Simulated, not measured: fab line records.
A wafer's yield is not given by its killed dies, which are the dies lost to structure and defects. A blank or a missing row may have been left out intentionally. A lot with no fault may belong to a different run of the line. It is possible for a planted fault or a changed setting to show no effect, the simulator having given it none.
fab line records	flow n5-finfet
record lots=4	wafers=12	last-day=17
route steps=1938 shown BEOL_M4@1099 BEOL_M5@1112 BEOL_M10@1492 PASSIVATION@1936
lots that met no fault: taken from a fault-free run of the same line
start-h: hours from the record's first day to the start of the lot's first wafer shown	wait-h: hours elapsed since this lot's preceding step	" unchanged from the row above	L1.1+2: several wafers, shown together as one row	- no value, or no start was given	* or withheld: withheld	< > ~ a bound
route shown NAME@n: a module of which the file shows steps, and the number in the route of the first	usual: the fault-free wafers' mean and standard deviation	same: alike in all rows	chamber/n: place in a boat	sites: readings site by site	_std_site: the values' standard deviation	_edge_site: the outer-site mean with the inner-site mean subtracted	radius-mm: for every site, how far away it sits from the centre of the wafer	mask NAME#n: copy n	behind: the most recent tool/chamber to have shaped the wafer	hold: why the lot was held/for how many hours/how that ended	device: which transistor (n, p or np) failed to switch	end of line: the route-end tests of the same wafers	step lacking rows: just its recipe	killed: count of dies lost to structure and defects at first sort (not the wafer's yield)	map: shows each die of a wafer: x if killed, . if not, _ if none is there
set.NAME: the setting as run; set.NAME@STEP: as run at that earlier step	model.NAME: the simulator's own value behind a step, which no gauge read
lots at selected steps of the route; one table per step, one row per wafer
services: a tool's chamber out of use, with start hour (start-h, from the record's first day; less than 0 if before it), hours out, and reason
## steps
# step N5_BEOL_M4_ANNEAL_95
# recipe temp-c=400	time-s=240	ambient=vacuum
# step N5_BEOL_M4_SPUTTER_96
# recipe material=Cu	target-thk-a=45	temp-c=-20	chamber-pressure-pa=0.07	power-w=withheld	time-s=8.29
# step N5_BEOL_M4_ECD_50
# recipe material=Cu	target-thk-a=3000
# step N5_BEOL_M4_ANNEAL_51
# recipe temp-c=225	time-s=90	ambient=N2
# step N5_BEOL_M4_CMP_52
# recipe stop-on=SiOC	t-overpolish-s=6.8	down-force-psi=1	platen-rpm=50	clearing-platen-down-force-psi=1.5	clearing-platen-rpm=50	post-cmp-clean=cu-alkaline	target-thk-nm=40	clearing-platen-pad-velocity-m-s=0.99484	pad-velocity-m-s=0.99484
# step N5_BEOL_M4_PRE_CLEAN_60
# recipe gas=NH3/H2	time-s=15	temp-c=*	rf-power-w=300
# step N5_BEOL_M4_CO_CAP_55
# recipe material=Co	target-thk-a=20	temp-c=200	precursor=CCTBA/H2	pressure-torr=30	time-s=102.1
# step N5_BEOL_M4_PRE_CLEAN_56
# recipe gas=NH3	time-s=15	temp-c=withheld	rf-power-w=300
# step N5_BEOL_M4_DEP_57
# recipe material=SiCN	target-thk-a=80	temp-c=withheld	precursor=3MS/NH3	pressure-torr=3	rf-w=202	time-s=14
# step N5_BEOL_M4_RC_MEAS_101
# usual DIBL_N=35.3/2.5	DIBL_P=35/3.3	IOFF_N=0.15/0.049	IOFF_P=0.20/0.056	ION_N=673/16	ION_P=462/10	SS_N=71.2/0.85	SS_P=73.0/0.97	VT_N=252/4.9	VT_P=-251/5
lot.wafer	tool	chamber	start-h	wait-h	DIBL_N[mV/V]	DIBL_P[mV/V]	IOFF_N[nA/um]	IOFF_P[nA/um]	ION_N[uA/um]	ION_P[uA/um]	SS_N[mV/dec]	SS_P[mV/dec]	VT_N[mV]	VT_P[mV]
L446.2	prober-02	0	245.39	0.2	34.1	34	0.12	0.16	660	451	70.8	72.9	254	-253
L446.4	"	0	"	"	33.9	33	0.11	0.15	647	444	71.1	72.8	255	-255
L446.6	"	0	"	"	33.5	33	0.11	0.14	670	456	71.1	72.7	258	-252
L448.3	prober-01	0	245.41	0.3	32.9	31	0.11	0.18	665	466	70.6	71.7	256	-247
L448.4	"	0	"	"	35.1	35	0.14	0.25	693	486	71.6	72.4	248	-243
L448.6	"	0	"	"	32.9	33	0.12	0.21	689	485	71.3	72.2	251	-243
L453.1	prober-01	0	296.93	0.0	35.4	34	0.13	0.18	655	457	70.7	72.7	253	-250
L453.2	"	0	"	"	32.5	32	0.11	0.17	658	458	69.9	73.1	254	-252
L453.6	"	0	"	"	33.8	33	0.12	0.17	659	456	70.6	73.9	253	-251
L455.3	prober-02	0	312.68	0.3	33.6	31	0.09	0.12	655	450	69.8	71.7	261	-259
L455.4	"	0	"	"	36.0	34	0.11	0.15	661	451	70.6	73.6	257	-259
L455.6	"	0	"	"	33.1	30	0.08	0.11	645	448	70.3	71.6	259	-262
# step N5_BEOL_M5_ILD_DEP_00
# recipe material=SiCOH_lowk	target-thk-a=1406.4	temp-c=300	precursor=DEMS/porogen	pressure-torr=5	rf-w=500	time-s=25.9
# step N5_BEOL_M5_CURE_79
# recipe temp-c=385	time-s=240	ambient=He/Ar	material=SiCOH_lowk
# step N5_BEOL_M5_PECVD_70
# recipe material=SiO2	target-thk-a=160	temp-c=400	precursor=TEOS/O2	pressure-torr=5.5	rf-w=450	teos-flow-sccm=53.8	gas=O2	flow-sccm=3000	time-s=18
# step N5_BEOL_M5_HM_DEP_02
# recipe material=TiN	target-thk-a=200	temp-c=25	chamber-pressure-pa=0.49996
# step N5_BEOL_M5_COAT_59
# recipe resist=SOC	temp-c=250	time-s=60	spin-rpm=1500	resist-thk-nm=60
# step N5_BEOL_M5_COAT_60
# recipe resist=SiARC	temp-c=220	time-s=60	spin-rpm=1500	resist-thk-nm=12
# step N5_BEOL_M5_COAT_71
# recipe resist=underlayer	temp-c=205	time-s=60	spin-rpm=1500	resist-thk-nm=5
# step N5_BEOL_M5_COAT_05
# recipe resist=CAR-EUV	spin-rpm=1500	resist-thk-nm=30
# step N5_BEOL_M5_EBR_07
# recipe solvent=PGMEA	ebr-width-mm=1.5
# step N5_BEOL_M5_SOFTBAKE_06
# recipe temp-c=110	time-s=60	resist=CAR-EUV
# step N5_BEOL_M5_EXPOSE_08
# recipe mask-id=M5	na=0.33	source-shape=annular	sigma-inner=0.4	sigma-outer=0.8	polarization=unpolarized	target-cd-nm=28	dose-mj=35.75
# step N5_BEOL_M5_PEB_09
# recipe peb-temp-c=100	peb-time-s=60	resist=CAR-EUV
# step N5_BEOL_M5_DEVELOP_10
# recipe develop-time-s=30	developer=TMAH	resist=CAR-EUV	rinse-liquid=surfactant-rinse	dry=air-spin	dev-temp-c=23
# step N5_BEOL_M5_DESCUM_16
# recipe chemistry=O2	time-s=7	source-power-w=50	bias-power-w=20	pressure-mtorr=20	rf-frequency-hz=2.712e+07	temp-c=40	resist=CAR-EUV	o2-flow-sccm=225
# step N5_BEOL_M5_ETCH_72
# recipe chemistry=N2/H2	target=underlayer	target-depth-a=65	mask-material=CAR-EUV	time-s=5.2	ion-energy-ev=200	pressure-mtorr=30	source-w=840	bias-w=150	n2-flow-sccm=200	h2-flow-sccm=200	ends=cleared
# step N5_BEOL_M5_ETCH_61
# recipe chemistry=CF4	target=SiARC	target-depth-a=156	mask-material=CAR-EUV	time-s=26	ion-energy-ev=80	pressure-mtorr=40	source-w=545	bias-w=36	Ar_flow_sccm=100	cf4-flow-sccm=100	ends=cleared
# step N5_BEOL_M5_ETCH_62
# recipe chemistry=N2/H2	target=SOC	target-depth-a=750	overetch-a=150	mask-material=SiARC	temp-c=40	time-s=112.5	ion-energy-ev=200	pressure-mtorr=30	source-w=840	bias-w=150	n2-flow-sccm=200	h2-flow-sccm=200
# step N5_BEOL_M5_STRIP_63
# recipe chemistry=N2/H2	temp-c=40	n2-flow-sccm=200	h2-flow-sccm=200	rf-frequency-hz=6e+07
# step N5_BEOL_M5_STRIP_73
# recipe chemistry=N2/H2	temp-c=40	n2-flow-sccm=200	h2-flow-sccm=200	rf-frequency-hz=6e+07
# step N5_BEOL_M5_STRIP_64
# recipe chemistry=CF4	resist=SiARC	power-w=300	bias-power-w=75	pressure-mtorr=50	cf4-flow-sccm=150	rf-frequency-hz=6e+07
# step N5_BEOL_M5_HM_OPEN_17
# recipe chemistry=Cl2/BCl3	target-depth-a=200	overetch-a=60	target=TiN	mask-material=SOC	ion-energy-ev=150	pressure-mtorr=10	icp-w=1000	bias-w=126	Cl2_flow_sccm=53.25	bcl3-flow-sccm=21.75	Ar_flow_sccm=25
# step N5_BEOL_M5_STRIP_19
# recipe chemistry=O2	power-w=400	temp-c=40	pressure-mtorr=30	rf-frequency-hz=6e+07	bias-power-w=0	overash-fraction=0.2	o2-flow-sccm=225
# step N5_BEOL_M5_COAT_65
# recipe resist=SOC	temp-c=250	time-s=60	spin-rpm=1500	resist-thk-nm=60
# step N5_BEOL_M5_COAT_66
# recipe resist=SiARC	temp-c=220	time-s=60	spin-rpm=1500	resist-thk-nm=12
# step N5_BEOL_M10_STRIP_19
# recipe chemistry=O2	power-w=400	temp-c=40	pressure-mtorr=30	rf-frequency-hz=6e+07	bias-power-w=0	overash-fraction=0.2	o2-flow-sccm=225
# usual bias-power-w=0/0	chamber-pressure-mTorr=30.00/0.032	drypump-motor-current-A=5.9/0.49	oes-product-au=0.80/0.071	rf-vpp-V=3.6/0.53	showerhead-plenum-p-Torr=2.13/0.069	temp-c=40.00/0.11	throttle-valve-pct=16.6/0.34
lot.wafer	tool	chamber	start-h	wait-h	bias-power-w	chamber-pressure-mTorr	drypump-motor-current-A	oes-product-au	rf-hours-counter-h	rf-vpp-V	showerhead-plenum-p-Torr	temp-c	throttle-valve-pct	model.SOC_of_BEOL_M10_COAT_59.thk-nm
L448.3	rie-diel-04	3	297.89	0.1	-	-	-	-	-	-	-	-	-	92
L448.4	"	0	"	"	-	-	-	-	-	-	-	-	-	92.8
L448.6	"	2	"	"	-	-	-	-	-	-	-	-	-	91.8
L446.2	rie-diel-06	3	300.91	0.1	-	-	-	-	-	-	-	-	-	92.4
L446.4	"	1	"	"	-	-	-	-	-	-	-	-	-	92.4
L446.6	"	1	"	"	-	-	-	-	-	-	-	-	-	93
L453.1	rie-diel-06	2	349.46	0.3	0	30.04	5.9	0.86	57	3.7	2.03	40.05	16.3	0
L453.2	"	1	"	"	0	29.96	6.4	0.79	111	4.0	2.18	39.85	16.6	0
L453.6	"	1	"	"	0	30.01	6.5	0.77	-	3.8	2.18	39.96	16.6	0
L455.3	rie-diel-04	1	365.91	0.1	0	30.02	5.8	0.91	40	2.9	2.12	40.09	16.2	0
L455.4	"	0	"	"	0	29.98	5.0	0.79	112	3.3	2.06	40.00	17.1	0
L455.6	"	0	"	"	0	29.98	5.0	0.79	-	3.7	2.06	40.03	17.1	0
# step N5_BEOL_M10_ETCH_66
# recipe chemistry=N2/H2	target=SOC	target-depth-a=1200	overetch-a=240	mask-material=SiARC	temp-c=40	time-s=180	ion-energy-ev=200	pressure-mtorr=30	source-w=840	bias-w=150	n2-flow-sccm=200	h2-flow-sccm=200
# usual bias-w=149.9/0.44	chamber-pressure-mTorr=30.000/0.029	drypump-motor-current-A=5.9/0.47	oes-product-au=0.64/0.055	rf-vpp-V=525.1/2.3	showerhead-plenum-p-Torr=2.59/0.087	temp-c=40.02/0.12	throttle-valve-pct=17.7/0.35
lot.wafer	tool	chamber	start-h	wait-h	bias-w	chamber-pressure-mTorr	drypump-motor-current-A	oes-product-au	rf-hours-counter-h	rf-vpp-V	showerhead-plenum-p-Torr	temp-c	throttle-valve-pct	model.etch.depth-nm
L448.3	rie-diel-06	0	299.04	0.0	150.2	29.970	6.3	0.69	239	525.1	2.62	40.20	18.3	139.8
L448.4	"	1	"	"	149.0	29.970	6.5	0.80	94	528.1	2.66	40.09	17.7	150
L448.6	"	3	"	"	148.8	30.008	5.0	0.71	-	525.1	2.64	39.98	18.1	143.5
L446.2	rie-diel-05	0	302.69	0.1	150.2	29.977	6.3	0.80	81	526.9	2.65	40.09	17.4	142.2
L446.4	"	1	"	"	150.7	30.008	5.8	0.72	-	527.5	2.63	39.88	18.3	146.9
L446.6	"	0	"	"	149.7	30.004	6.2	0.81	-	526.9	2.65	40.01	17.4	141.7
L453.1	rie-diel-06	1	351.11	0.0	149.0	30.038	6.5	0.62	113	528.0	2.65	39.94	17.7	99.87
L453.2	"	2	"	"	150.5	30.010	5.9	0.69	58	522.1	2.44	40.15	17.3	99.86
L453.6	"	3	"	"	149.1	29.981	5.0	0.57	-	524.9	2.63	40.12	18.1	100.2
L455.3	rie-diel-05	2	370.00	0.0	150.3	30.023	5.4	0.61	142	521.5	2.45	39.98	17.6	99.52
L455.4	"	0	"	"	150.4	29.996	6.2	0.64	-	527.8	2.64	40.08	17.4	99.79
L455.6	"	2	"	"	150.4	30.017	5.4	0.62	-	521.5	2.45	40.04	17.6	99.99
# step N5_BEOL_M10_VIA_ETCH_34
# recipe chemistry=C4F6/O2	target=SiCOH_lowk	target-depth-a=1845	mask-material=SOC	taper-deg=4	time-s=69.2	ion-energy-ev=250	pressure-mtorr=30	source-w=345	bias-w=185	Ar_flow_sccm=300	C4F6_flow_sccm=10	O2_flow_sccm=10
# usual bias-w=184.9/0.57	chamber-pressure-mTorr=30.00/0.031	drypump-motor-current-A=5.9/0.47	oes_o_777_au=0.81/0.068	oes-product-au=0.80/0.066	rf-vpp-V=665/7.4	showerhead-plenum-p-Torr=2.90/0.084	throttle-valve-pct=20.8/0.35
lot.wafer	tool	chamber	start-h	wait-h	bias-w	chamber-pressure-mTorr	drypump-motor-current-A	oes_o_777_au	oes-product-au	rf-hours-counter-h	rf-vpp-V	showerhead-plenum-p-Torr	throttle-valve-pct
L448.3	rie-diel-06	0	299.17	0.0	185.4	30.00	6.4	0.68	0.27	239	703	2.94	21.1
L448.4	"	1	"	"	185.3	29.98	6.5	0.79	0.30	94	653	2.99	20.7
L448.6	"	3	"	"	184.3	29.96	5.1	0.71	0.26	-	669	2.92	20.7
L446.2	rie-diel-05	0	302.88	0.0	185.1	30.02	6.2	0.83	0.31	81	661	2.98	20.4
L446.4	"	1	"	"	184.2	30.03	5.8	0.73	0.27	-	669	2.96	21.4
L446.6	"	0	"	"	184.5	30.03	6.2	0.83	0.31	-	659	2.98	20.4
L453.1	rie-diel-06	1	351.23	0.0	184.3	30.00	6.5	0.78	0.79	113	653	2.98	20.9
L453.2	"	2	"	"	184.5	30.01	5.9	0.80	0.85	58	663	2.79	20.7
L453.6	"	3	"	"	185.4	29.99	5.0	0.70	0.70	-	670	2.91	20.9
L455.3	rie-diel-05	2	370.12	0.0	184.4	29.97	5.4	0.76	0.76	142	676	2.74	20.7
L455.4	"	0	"	"	185.0	29.99	6.2	0.80	0.77	-	660	2.96	20.6
L455.6	"	2	"	"	184.3	30.00	5.4	0.75	0.76	-	676	2.74	20.7
# step N5_PASSIVATION_PROBE_49
# usual defect-limited-yield=91.3/1.4	killed_at_M0_to_M3=33/9.9	killed_at_M4_up=15/5.6	killed-at-contacts=13/5.7	killed-at-front-end=38/12	killed-at-other=4/3.1	killed-dies=103/17	killed-on-rim=13/4	killed-open=66/13	killed-short=32/7.8	sort_bin_5_function=5.1/0.95	sort_bin_6_memory=3.2/0.68	sort-n-pass=1077/17	sort-yield-pct=91.3/1.5
# same gross-dies=1180	killed-at-back-side=0	sort_bin_4_leakage[%]=0	sort_bin_8_speed[%]=0
lot.wafer	tool	chamber	start-h	wait-h	defect-limited-yield[%]	killed_at_M0_to_M3	killed_at_M4_up	killed-at-contacts	killed-at-front-end	killed-at-other	killed-dies	killed-on-rim	killed-open	killed-short	sort_bin_5_function[%]	sort_bin_6_memory[%]	sort-n-pass	sort-yield-pct[%]
L448.3	prober-01	-	350.44	0.1	0	35	1101	25	19	0	1180	152	60	26	97.5	2.5	0	0
L448.4	prober-01	-	350.49	0.2	0	46	1100	13	21	0	1180	152	61	28	97.5	2.2	0	0
L448.6	prober-01	-	350.59	0.3	0	36	1090	24	21	9	1180	152	60	38	96.2	3.2	0	0
L446.2	prober-01	-	356.44	0.1	0	46	1076	21	36	1	1180	152	79	37	95.6	4.2	0	0
L446.4	prober-01	-	356.54	0.2	0	33	1087	21	33	6	1180	152	76	30	96.9	2.9	0	0
L446.6	prober-01	-	356.64	0.3	0	45	1084	15	33	3	1180	152	74	29	96.4	3.5	0	0
L455.3	prober-01	-	419.10	0.1	90.4	25	12	13	58	5	113	11	65	43	5.0	4.3	1067	90.4
L455.4	prober-01	-	419.15	0.2	90.9	44	16	5	34	8	107	14	75	29	4.8	3.6	1073	90.9
L455.6	prober-01	-	419.25	0.3	89.6	41	10	18	49	5	123	17	76	43	5.8	4.2	1057	89.6
# killed by level:class
L448.3 BEOL_M10:area-etch=1092 MOL_CONTACT_COAG:geometric-particle:open=21 BEOL_M0_SAQP:geometric-particle:open=9 BEOL_M2:geometric-particle:open=7 BEOL_M0_SAQP:geometric-particle:short=5 BEOL_M1:geometric-particle:short=5 FIN_SAQP:geometric-particle:short=4 DUMMY_GATE:geometric-particle:open=4
L448.4 BEOL_M10:area-etch=1090 MOL_CONTACT_COAG:geometric-particle:open=12 BEOL_M3:geometric-particle:open=10 BEOL_M0_SAQP:geometric-particle:short=9 BEOL_M0_SAQP:geometric-particle:open=8 BEOL_M2:geometric-particle:open=6 BEOL_M1:geometric-particle:short=5 FIN_SAQP:geometric-particle:open=4
L448.6 BEOL_M10:area-etch=1081 MOL_CONTACT_COAG:geometric-particle:open=19 BEOL_M0_SAQP:geometric-particle:short=11 BEOL_M2:geometric-particle:open=7 FIN_SAQP:geometric-particle:short=6 BEOL_M3:geometric-particle:open=6 BEOL_M0_SAQP:geometric-particle:open=5 PAD_METAL:geometric-particle:short=5
L446.2 BEOL_M10:area-etch=1064 MOL_CONTACT_COAG:geometric-particle:open=14 BEOL_M1:geometric-particle:open=14 FIN_SAQP:geometric-particle:open=8 STI_FIN_REVEAL:geometric-particle:open=8 BEOL_M0_SAQP:geometric-particle:open=7 MOL_CONTACT_COAG:geometric-particle:short=7 BEOL_M0_SAQP:geometric-particle:short=7
L446.4 BEOL_M10:area-etch=1074 MOL_CONTACT_COAG:geometric-particle:open=17 BEOL_M3:geometric-particle:open=10 BEOL_M1:geometric-particle:open=8 FIN_SAQP:geometric-particle:open=7 STI_FIN_REVEAL:geometric-particle:open=7 FIN_SAQP:geometric-particle:short=6 STARTING-WAFER:geometric-particle:short=5
L446.6 BEOL_M10:area-etch=1076 BEOL_M2:geometric-particle:open=17 MOL_CONTACT_COAG:geometric-particle:open=13 BEOL_M0_SAQP:geometric-particle:open=7 FIN_SAQP:geometric-particle:open=6 GATE_CUT:geometric-particle:short=6 BEOL_M0_SAQP:geometric-particle:short=5 BEOL_M0:geometric-particle:open=5
L455.3 GATE_CUT:geometric-particle:short=10 STI_FIN_REVEAL:geometric-particle:open=9 FIN_SAQP:geometric-particle:open=8 MOL_CONTACT_COAG:geometric-particle:open=8 DUMMY_GATE:geometric-particle:open=7 BEOL_M0_SAQP:geometric-particle:short=7 BEOL_M0_SAQP:geometric-particle:open=6 FIN_SAQP:geometric-particle:short=5
L455.4 STI_FIN_REVEAL:geometric-particle:open=13 BEOL_M0_SAQP:geometric-particle:open=9 BEOL_M1:geometric-particle:open=8 BEOL_M0_SAQP:geometric-particle:short=7 BEOL_M3:geometric-particle:open=7 BEOL_M4:geometric-particle:open=7 BEOL_M2:geometric-particle:open=6 FIN_SAQP:geometric-particle:open=5
L455.6 STI_FIN_REVEAL:geometric-particle:open=15 MOL_CONTACT_COAG:geometric-particle:open=11 BEOL_M0_SAQP:geometric-particle:short=10 BEOL_M0_SAQP:geometric-particle:open=10 FIN_SAQP:geometric-particle:open=6 BEOL_M3:geometric-particle:open=6 FIN_SAQP:geometric-particle:short=5 MOL_CONTACT_COAG:geometric-particle:short=5
# map L446.2 (x killed, . not)
_________________xxxxxxxxxxxx________________
______________xxxxxxxxxxxxxxxxxx_____________
___________xxxxxxxxxxxxxxxxxxxxxxxx__________
__________xxxxxxxxxxxxxxxxxxxxxxxxxx_________
________xxxxxxxxxxxxxxxxxxxxxxxxxxxxxx_______
_______xxxxxxxxxxxxxxxxxxxxxxxxxxxxxxxx______
______xxxxxxxxxxxxxxxxxxxxxxxxxxxxxxxxxx_____
_____xxxxxxxxxxxxxxxxxxxxxxxxxxxxxxxxxxxx____
____xxxxxxxxxxxxxxxxxxxxxxxxxxxxxxxxxxxxxx___
___xxxxxxxxxxxxxxxxxxxxxxxxxxxxxxxxxxxxxxxx__
___xxxxxxxxxxxxxxxxxxxxxxxxxxxxxxxxxxxxxxxx__
__xxxxxxxxxxxxxxxxxxxxxxxxxxxxxxxxxxxxxxxxxx_
__xxxxxxxxxxxxxxxxxxxxxxxxxxxxxxxxxxxxxxxxxx_
_xxxxxxxxxxxxxxxxxxxxxxxxxxxxxxxxxxxxxxxxxxxx
_xxxxxxxxxxxxxxxxxxxxxxxxxxxxxxxxxxxxxxxxxxxx
_xxxxxxxxxxxxxxxxxxxxxxxxxxxxxxxxxxxxxxxxxxxx
_xxxxxxxxxxxxxxxxxxxxxxxxxxxxxxxxxxxxxxxxxxxx
_xxxxxxxxxxxxxxxxxxxxxxxxxxxxxxxxxxxxxxxxxxxx
_xxxxxxxxxxxxxxxxxxxxxxxxxxxxxxxxxxxxxxxxxxxx
_xxxxxxxxxxxxxxxxxxxxxxxxxxxxxxxxxxxxxxxxxxxx
_xxxxxxxxxxxxxxxxxxxxxxxxxxxxxxxxxxxxxxxxxxxx
__xxxxxxxxxxxxxxxxxxxxxxxxxxxxxxxxxxxxxxxxxx_
__xxxxxxxxxxxxxxxxxxxxxxxxxxxxxxxxxxxxxxxxxx_
___xxxxxxxxxxxxxxxxxxxxxxxxxxxxxxxxxxxxxxxx__
___xxxxxxxxxxxxxxxxxxxxxxxxxxxxxxxxxxxxxxxx__
____xxxxxxxxxxxxxxxxxxxxxxxxxxxxxxxxxxxxxx___
_____xxxxxxxxxxxxxxxxxxxxxxxxxxxxxxxxxxxx____
______xxxxxxxxxxxxxxxxxxxxxxxxxxxxxxxxxx_____
_______xxxxxxxxxxxxxxxxxxxxxxxxxxxxxxxx______
________xxxxxxxxxxxxxxxxxxxxxxxxxxxxxx_______
__________xxxxxxxxxxxxxxxxxxxxxxxxxx_________
___________xxxxxxxxxxxxxxxxxxxxxxxx__________
______________xxxxxxxxxxxxxxxxxx_____________
_________________xxxxxxxxxxxx________________
# map L448.3 (x killed, . not)
_________________xxxxxxxxxxxx________________
______________xxxxxxxxxxxxxxxxxx_____________
___________xxxxxxxxxxxxxxxxxxxxxxxx__________
__________xxxxxxxxxxxxxxxxxxxxxxxxxx_________
________xxxxxxxxxxxxxxxxxxxxxxxxxxxxxx_______
_______xxxxxxxxxxxxxxxxxxxxxxxxxxxxxxxx______
______xxxxxxxxxxxxxxxxxxxxxxxxxxxxxxxxxx_____
_____xxxxxxxxxxxxxxxxxxxxxxxxxxxxxxxxxxxx____
____xxxxxxxxxxxxxxxxxxxxxxxxxxxxxxxxxxxxxx___
___xxxxxxxxxxxxxxxxxxxxxxxxxxxxxxxxxxxxxxxx__
___xxxxxxxxxxxxxxxxxxxxxxxxxxxxxxxxxxxxxxxx__
__xxxxxxxxxxxxxxxxxxxxxxxxxxxxxxxxxxxxxxxxxx_
__xxxxxxxxxxxxxxxxxxxxxxxxxxxxxxxxxxxxxxxxxx_
_xxxxxxxxxxxxxxxxxxxxxxxxxxxxxxxxxxxxxxxxxxxx
_xxxxxxxxxxxxxxxxxxxxxxxxxxxxxxxxxxxxxxxxxxxx
_xxxxxxxxxxxxxxxxxxxxxxxxxxxxxxxxxxxxxxxxxxxx
_xxxxxxxxxxxxxxxxxxxxxxxxxxxxxxxxxxxxxxxxxxxx
_xxxxxxxxxxxxxxxxxxxxxxxxxxxxxxxxxxxxxxxxxxxx
_xxxxxxxxxxxxxxxxxxxxxxxxxxxxxxxxxxxxxxxxxxxx
_xxxxxxxxxxxxxxxxxxxxxxxxxxxxxxxxxxxxxxxxxxxx
_xxxxxxxxxxxxxxxxxxxxxxxxxxxxxxxxxxxxxxxxxxxx
__xxxxxxxxxxxxxxxxxxxxxxxxxxxxxxxxxxxxxxxxxx_
__xxxxxxxxxxxxxxxxxxxxxxxxxxxxxxxxxxxxxxxxxx_
___xxxxxxxxxxxxxxxxxxxxxxxxxxxxxxxxxxxxxxxx__
___xxxxxxxxxxxxxxxxxxxxxxxxxxxxxxxxxxxxxxxx__
____xxxxxxxxxxxxxxxxxxxxxxxxxxxxxxxxxxxxxx___
_____xxxxxxxxxxxxxxxxxxxxxxxxxxxxxxxxxxxx____
______xxxxxxxxxxxxxxxxxxxxxxxxxxxxxxxxxx_____
_______xxxxxxxxxxxxxxxxxxxxxxxxxxxxxxxx______
________xxxxxxxxxxxxxxxxxxxxxxxxxxxxxx_______
__________xxxxxxxxxxxxxxxxxxxxxxxxxx_________
___________xxxxxxxxxxxxxxxxxxxxxxxx__________
______________xxxxxxxxxxxxxxxxxx_____________
_________________xxxxxxxxxxxx________________
## services
tool	chamber	start-h	hours	kind
rie-diel-06	2	293.88	4.3	repair
rie-diel-05	3	296.99	-	clean
rie-diel-05	3	296.99	-	consumable-replace:focus-ring
rie-diel-05	3	296.99	14.1	scheduled-down
rie-diel-05	3	296.99	14.1	vent-cycle
rie-diel-05	2	297.03	9.6	repair
rie-diel-06	2	304.45	10.4	repair
rie-diel-06	0	336.64	-	clean
rie-diel-06	0	336.64	-	consumable-replace:focus-ring
rie-diel-06	0	336.64	35.3	scheduled-down
rie-diel-06	0	336.64	35.3	vent-cycle
rie-diel-05	3	369.28	14.3	repair
## key
first-sign step=N5_BEOL_M10_STRIP_19	reading=tool-record	direction=missing
effect step=N5_BEOL_M10_VIA_ETCH_34	reading=oes-product-au	direction=down	sigmas=7.7	usual=0.80	struck=0.29
effect step=N5_PASSIVATION_PROBE_49	reading=killed_at_M4_up	direction=up	sigmas=99+	usual=15	struck=1090
model-effect step=N5_BEOL_M10_STRIP_19	value=SOC_of_BEOL_M10_COAT_59.thk-nm	without=0	struck=92.4
model-effect step=N5_BEOL_M10_ETCH_66	value=etch.depth-nm	without=100.3	struck=144
more-kills-born-at N5_BEOL_M10_ETCH_66@rie-diel-06=3263	N5_BEOL_M10_ETCH_66@rie-diel-05=3214
met-at N5_BEOL_M10_STRIP_19
struck-wafers L446.2,L446.4,L446.6,L448.3,L448.4,L448.6
later-rows-left-out L446.2,L446.4,L446.6,L448.3,L448.4,L448.6
fault kind=skipped-step-whole	tool=rie-diel-04,rie-diel-06	chamber=-	onset-h=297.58	steps=N5_BEOL_M10_STRIP_19	scope=struck-lots-only
# later-rows-left-out: the simulator's readings of these wafers behind a module that went badly wrong aren't trusted and aren't shown, but for the sort
